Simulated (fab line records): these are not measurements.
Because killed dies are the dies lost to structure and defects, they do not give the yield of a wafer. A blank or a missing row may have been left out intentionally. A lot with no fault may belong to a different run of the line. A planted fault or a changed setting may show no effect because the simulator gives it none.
fab line records | flow nand-harc
record: lots: 13 wafers: 39 last-day: 24
route steps=1159 shown P_CONTACT@242 P_M0@260
lots untouched by any fault: they come from a run of this same line in which no faults occurred
start-h: hours from the record's first day to the start of the lot's first wafer shown | wait-h: how many hours have passed since the lot's step before this one | " unchanged from the row above | L1.1+2: a single row standing in for several wafers | - no value, or no start was given | * or withheld: withheld | < > ~ a bound
route shown NAME@n: a module of which the file shows steps, and the number in the route of the first | usual: mean/standard deviation of fault-free wafers | same: alike in all rows | chamber/n: place in a boat | sites: each site's reading | _std_site: how widely they spread, as a standard deviation | _edge_site: mean of outer sites minus mean of inner sites | radius-mm: how far each site lies from the wafer's centre | mask NAME#n: copy n | behind: the tool/chamber that last shaped the wafer | hold: why the lot was held/for how many hours/how that ended | device: names the non-switching transistor (n, p or np) | end of line: at the end of the route, the tests of the same wafers | step lacking rows: just its recipe | killed: not the wafer's yield, but the dies lost to structure and defects at the first sort | map: dies across one wafer; x = killed, . = not, _ = none there
set.NAME: the setting that was run; set.NAME@STEP: the one run at that earlier step | model.NAME: the simulator's own value behind a step, which no gauge read
route steps across a sampled set of lots; one table per step, one row per wafer
services: the hour from which a tool's chamber was out of use, counted from the record's first day as start-h (under 0 if before that day), plus the number of hours and why
== steps ==
step: NHARC_P_CONTACT_STRIP_28
recipe: o2-flow-sccm: 500 ar-flow-sccm: 0 bias-w: 0 chemistry: O2
usual: drypump-motor-current-A: 5.8/0.4 oes-product-au: 1.004/0.0082 rf-vpp-V: 57.7/0.99 showerhead-plenum-p-Torr: 3.56/0.15 throttle-valve-pct: 17.037/0.0087
columns lot.wafer tool chamber start-h wait-h drypump-motor-current-A oes-product-au rf-hours-counter-h rf-vpp-V showerhead-plenum-p-Torr throttle-valve-pct
L318.1 rie-diel-09 1 112.55 0.1 5.6 1.014 3 57.0 3.51 17.033
L318.3 " 2 " " 5.8 1.004 3 58.7 3.74 17.050
L318.5 " 2 " " 5.8 1.016 - 58.7 3.75 17.028
L320.2 rie-diel-09 0 119.47 0.1 5.4 1.005 3 57.8 3.64 17.032
L320.4 " 1 " " 5.6 1.016 3 58.6 3.51 17.039
L320.3 " 2 " " 5.8 0.998 3 58.3 3.74 17.027
L321.1 rie-diel-06 1 133.41 0.1 5.6 1.009 7 56.7 3.55 17.030
L321.5 " 0 " " 5.3 1.011 - 59.2 3.74 17.034
L321.6 " 1 " " 5.6 1.020 - 57.1 3.55 17.020
L322.4 rie-diel-06 2 141.02 0.1 6.2 0.992 8 57.8 3.68 17.036
L322.6 " 2 " " 6.2 1.005 - 58.4 3.68 17.032
L322.5 " 3 " " 6.5 0.996 - 56.7 3.32 17.054
L328.1 rie-diel-06 3 181.34 0.1 6.4 1.004 12 56.6 3.31 17.036
L328.6 " 2 " " 6.2 1.013 - 59.0 3.68 17.050
L328.5 " 3 " " 6.5 0.995 - 56.2 3.31 17.032
L335.1 rie-diel-06 1 208.83 0.1 5.6 1.008 14 57.6 3.54 17.046
L335.6 " 2 " " 6.2 0.992 - 57.7 3.68 17.034
L335.5 " 3 " " 6.5 1.004 - 56.7 3.31 17.046
L333.1 rie-diel-06 1 208.90 0.1 5.6 1.007 14 58.0 3.54 17.040
L333.2 " 2 " " 6.3 0.991 14 59.6 3.68 17.013
L333.4 " 3 " " 6.5 0.994 15 57.6 3.31 17.032
L336.4 rie-diel-06 3 218.38 0.1 6.5 0.994 16 57.9 3.31 17.047
L336.2 " 0 " " 5.3 1.001 14 57.8 3.74 17.020
L336.3 " 1 " " 5.7 0.986 14 58.3 3.54 17.019
L337.1 rie-diel-09 1 219.71 0.1 5.6 1.011 15 58.3 3.50 17.042
L337.2 " 2 " " 5.8 0.997 15 58.4 3.74 17.032
L337.3 " 0 " " 5.4 1.005 16 57.7 3.63 17.040
L338.2 rie-diel-09 3 232.26 0.1 5.5 1.004 16 56.3 3.36 17.029
L338.1 " 2 " " 5.8 1.000 17 58.7 3.74 17.038
L338.6 " 0 " " 5.4 1.013 - 58.1 3.63 17.035
L339.3 rie-diel-06 2 238.83 0.1 6.3 1.002 17 58.0 3.67 17.039
L339.1 " 3 " " 6.5 1.001 17 55.7 3.31 17.046
L339.2 " 0 " " 5.3 1.009 16 59.3 3.73 17.037
L341.4 rie-diel-06 1 239.25 0.1 5.6 0.993 17 56.7 3.54 17.030
L341.3 " 3 " " 6.4 1.003 17 56.9 3.31 17.035
L341.6 " 1 " " 5.6 0.998 - 57.0 3.54 17.044
L340.2 rie-diel-06 0 240.32 0.1 5.3 1.012 16 57.6 3.73 17.058
L340.6 " 2 " " 6.3 0.993 - 58.4 3.68 17.038
L340.5 " 3 " " 6.5 1.000 - 57.2 3.31 17.045
step: NHARC_P_CONTACT_CVD_23
recipe: target-thk-a: 2000 temp-c: 300 pressure-torr: 40 wf6-flow-sccm: 40 h2-flow-sccm: 1600 ar-flow-sccm: 1560 time-s: 557 material: W
usual: heater-power-w: 496/47 mfc-wf6-sccm: 39.99/0.1 throttle-valve-pct: 8.06/0.19
columns lot.wafer tool chamber start-h wait-h heater-power-w mfc-wf6-sccm throttle-valve-pct
L318.1 cvd-w-02 0 - - 553 40.04 7.97
L318.3 " 1 " " 430 40.02 8.02
L318.5 " 1 " " 419 40.12 8.04
L320.2 cvd-w-02 0 - - 564 40.10 7.83
L320.4 " 0 " " 563 40.07 8.28
L320.3 " 1 " " 421 39.82 8.09
L321.1 cvd-w-02 0 - - 554 40.07 8.19
L321.5 " 0 " " 553 40.01 8.47
L321.6 " 1 " " 420 39.93 8.35
L322.4 cvd-w-01 0 - - 479 39.88 8.15
L322.6 " 0 " " 479 39.93 7.89
L322.5 " 1 " " 539 39.95 7.87
L328.1 cvd-w-01 0 - - 484 39.97 7.94
L328.6 " 1 " " 528 40.05 7.75
L328.5 " 0 " " 486 40.13 8.00
L335.1 cvd-w-01 1 - - 524 40.03 8.24
L335.6 " 1 " " 523 39.98 7.94
L335.5 " 0 " " 484 39.86 8.07
L333.1 cvd-w-01 1 - - 527 39.79 8.46
L333.2 " 0 " " 474 39.83 8.18
L333.4 " 0 " " 490 39.73 8.27
L336.2 cvd-w-01 0 - - 481 40.06 8.06
L336.3 " 0 " " 483 40.05 8.07
L336.4 " 1 " " 532 39.94 7.96
L337.2 cvd-w-02 0 - - 533 39.98 8.36
L337.1 " 1 " " 430 40.21 8.03
L337.3 " 1 " " 432 40.09 7.68
L338.2 cvd-w-01 1 - - 537 39.92 7.99
L338.1 " 0 " " 487 40.06 8.00
L338.6 " 1 " " 536 39.99 8.17
L339.1 cvd-w-02 1 - - 425 39.88 8.08
L339.2 " 1 " " 425 40.09 7.74
L339.3 " 1 " " 436 39.90 8.25
L341.3 cvd-w-02 1 - - 432 39.94 7.92
L341.4 " 1 " " 439 39.91 7.72
L341.6 " 1 " " 426 39.92 7.84
L340.2 cvd-w-01 0 - - 490 39.92 8.16
L340.5 " 1 " " 527 40.02 7.93
L340.6 " 0 " " 472 39.98 7.98
step: NHARC_P_CONTACT_INSPECT_27
usual: raw-defect-count: 291/120
columns lot.wafer tool chamber start-h wait-h raw-defect-count
L318.1 defect-inspect-02 - 114.89 0.1 373
L318.3 " - " " 346
L318.5 " - " " 327
L320.2 defect-inspect-01 - 125.49 0.1 181
L320.3 " - " " 144
L320.4 " - " " 178
L321.1 defect-inspect-02 - 135.53 0.1 565
L321.5 " - " " 655
L321.6 " - " " 602
L322.4 defect-inspect-02 - 143.16 0.1 219
L322.5 " - " " 204
L322.6 " - " " 147
L328.1 defect-inspect-02 - 187.43 0.1 191
L328.5 " - " " 249
L328.6 " - " " 439
L335.1 defect-inspect-01 - 211.41 0.1 403
L335.5 " - " " 278
L335.6 " - " " 353
L333.1 defect-inspect-01 - 211.93 0.1 240
L333.2 " - " " 214
L333.4 " - " " 217
L336.2 defect-inspect-02 - 220.50 0.1 393
L336.3 " - " " 349
L336.4 " - " " 265
L337.1 defect-inspect-02 - 221.84 0.1 369
L337.2 " - " " 240
L337.3 " - " " 185
L338.1 defect-inspect-01 - 237.43 0.1 435
L338.2 " - " " 218
L338.6 " - " " 225
L339.1 defect-inspect-01 - 241.49 0.1 161
L339.2 " - " " 268
L339.3 " - " " 155
L341.3 defect-inspect-02 - 242.55 0.1 190
L341.4 " - " " 172
L341.6 " - " " 166
L340.2 defect-inspect-01 - 243.04 0.1 228
L340.5 " - " " 221
L340.6 " - " " 262
step: NHARC_P_M0_EXPOSE_06
recipe: na: 1.35 target-cd-nm: 90 dose-mj: 81.28 mask-id: P_M0
usual: exposure-dose-mJ-cm2: 81.27/0.082
columns lot.wafer tool chamber start-h wait-h mask exposure-dose-mJ-cm2
L318.1 arfi-scanner-02 0 115.53 - P_M0#0 81.05
L318.3 " 0 " " P_M0#0 81.19
L318.5 " 0 " " P_M0#0 81.11
L320.2 arfi-scanner-03 0 126.26 - P_M0#0 81.35
L320.3 " 0 " " P_M0#0 81.40
L320.4 " 0 " " P_M0#0 81.39
L321.1 arfi-scanner-01 0 136.16 - P_M0#0 81.29
L321.5 " 0 " " P_M0#0 81.24
L321.6 " 0 " " P_M0#0 81.24
L322.4 arfi-scanner-01 0 143.81 - P_M0#0 81.24
L322.5 " 0 " " P_M0#0 81.21
L322.6 " 0 " " P_M0#0 81.24
L328.1 arfi-scanner-01 0 188.19 - P_M0#0 83.43
L328.5 " 0 " " P_M0#0 83.54
L328.6 " 0 " " P_M0#0 83.47
L335.1 arfi-scanner-02 0 212.16 - P_M0#0 81.24
L335.5 " 0 " " P_M0#0 81.13
L335.6 " 0 " " P_M0#0 81.33
L333.1 arfi-scanner-03 0 212.69 - P_M0#0 81.25
L333.2 " 0 " " P_M0#0 81.20
L333.4 " 0 " " P_M0#0 81.13
L336.2 arfi-scanner-03 0 221.14 - P_M0#0 81.29
L336.3 " 0 " " P_M0#0 81.37
L336.4 " 0 " " P_M0#0 81.31
L337.1 arfi-scanner-03 0 222.47 - P_M0#0 81.32
L337.2 " 0 " " P_M0#0 81.26
L337.3 " 0 " " P_M0#0 81.29
L338.1 arfi-scanner-03 0 238.07 - P_M0#0 81.36
L338.2 " 0 " " P_M0#0 81.35
L338.6 " 0 " " P_M0#0 81.39
L339.1 arfi-scanner-02 0 242.25 - P_M0#0 81.36
L339.2 " 0 " " P_M0#0 81.24
L339.3 " 0 " " P_M0#0 81.28
L341.3 arfi-scanner-03 0 243.32 - P_M0#0 81.29
L341.4 " 0 " " P_M0#0 81.25
L341.6 " 0 " " P_M0#0 81.27
L340.2 arfi-scanner-01 0 243.81 - P_M0#0 81.24
L340.5 " 0 " " P_M0#0 81.20
L340.6 " 0 " " P_M0#0 81.28
step: NHARC_P_M0_CD_MEAS_09
recipe: target-cd-nm: 90 landing-energy-ev: 500
usual: cd-nm: 90.1/0.39
columns lot.wafer tool chamber start-h wait-h cd-nm
L318.1 cd-sem-01 0 115.67 - 91.1
L318.3 " 0 " " 89.9
L318.5 " 0 " " 90.3
L320.2 cd-sem-02 0 126.40 - 90.0
L320.3 " 0 " " 89.9
L320.4 " 0 " " 90.4
L321.1 cd-sem-02 0 136.30 - 89.8
L321.5 " 0 " " 90.0
L321.6 " 0 " " 90.1
L322.4 cd-sem-01 0 143.96 - 90.0
L322.5 " 0 " " 90.1
L322.6 " 0 " " 90.2
L328.1 cd-sem-01 0 188.33 - 88.3
L328.5 " 0 " " 86.1
L328.6 " 0 " " 86.7
L335.1 cd-sem-02 0 212.30 - 91.1
L335.5 " 0 " " 90.4
L335.6 " 0 " " 90.5
L333.1 cd-sem-01 0 212.83 - 89.8
L333.2 " 0 " " 90.2
L333.4 " 0 " " 89.7
L336.2 cd-sem-03 0 221.28 - 90.3
L336.3 " 0 " " 90.0
L336.4 " 0 " " 89.4
L337.1 cd-sem-02 0 222.61 - 90.2
L337.2 " 0 " " 90.3
L337.3 " 0 " " 90.0
L338.1 cd-sem-03 0 238.22 - 89.3
L338.2 " 0 " " 90.2
L338.6 " 0 " " 89.8
L339.1 cd-sem-02 0 242.39 - 90.4
L339.2 " 0 " " 90.4
L339.3 " 0 " " 90.0
L341.3 cd-sem-01 0 243.45 - 89.6
L341.4 " 0 " " 90.0
L341.6 " 0 " " 90.2
L340.2 cd-sem-02 0 243.94 - 90.0
L340.5 " 0 " " 90.6
L340.6 " 0 " " 90.0
== services ==
columns tool chamber start-h hours kind
rie-diel-06 0 91.30 8.9 repair
cvd-w-02 - 91.45 0.6 repair
rie-diel-09 3 93.82 2.2 repair
rie-diel-06 1 97.73 - clean
rie-diel-06 2 97.73 - clean
rie-diel-06 3 97.73 - clean
arfi-scanner-02 - 102.30 0.2 repair
cvd-w-01 - 111.67 13.0 pm
rie-diel-06 0 122.23 - clean
arfi-scanner-01 - 128.18 0.4 repair
arfi-scanner-03 - 140.00 4.0 pm
rie-diel-09 1 140.88 12.4 repair
rie-diel-06 1 160.29 4.1 repair
arfi-scanner-02 - 163.99 1.3 repair
arfi-scanner-02 - 184.11 0.4 repair
cvd-w-02 - 195.43 13.0 pm
rie-diel-09 3 196.36 2.8 repair
rie-diel-06 2 198.31 8.6 repair
arfi-scanner-01 - 198.43 4.0 pm
arfi-scanner-02 - 216.83 1.2 repair
arfi-scanner-03 - 218.53 0.6 repair
cvd-w-01 - 232.35 0.5 repair
cvd-w-02 0 238.78 15.2 repair
rie-diel-06 - 241.20 9.0 pm
== key ==
first-sign: step: NHARC_P_M0_EXPOSE_06 reading: exposure-dose-mJ-cm2 direction: up sigmas: 27 usual: 81.27 struck: 83.48
effect: step: NHARC_P_M0_CD_MEAS_09 reading: cd-nm direction: down sigmas: 7.8 usual: 90.1 struck: 87.0 through: control-loop
met-at NHARC_P_M0_EXPOSE_06
struck-lots L328
sort-left-out L328.1,L328.5,L328.6
loop-trim: step: NHARC_P_M0_EXPOSE_06 setting: dose lots: L328
not-acting-at NHARC_P_CONTACT_STRIP_28,NHARC_P_CONTACT_CVD_23,NHARC_P_CONTACT_INSPECT_27
onset-between 143.81 188.19
fault: kind: process-parameter-drift tool: arfi-scanner-01 chamber: - onset-h: 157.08 steps: NHARC_P_M0_EXPOSE_06 channel: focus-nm offset: 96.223 spread-by-wafer: 0.3 shape: step end-h: 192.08
sort-left-out: the simulated sort isn't trusted on such a fault, so these wafers' sort isn't shown, and their yield isn't known
loop-trim: a control loop set the setting to another value than it would have without faults
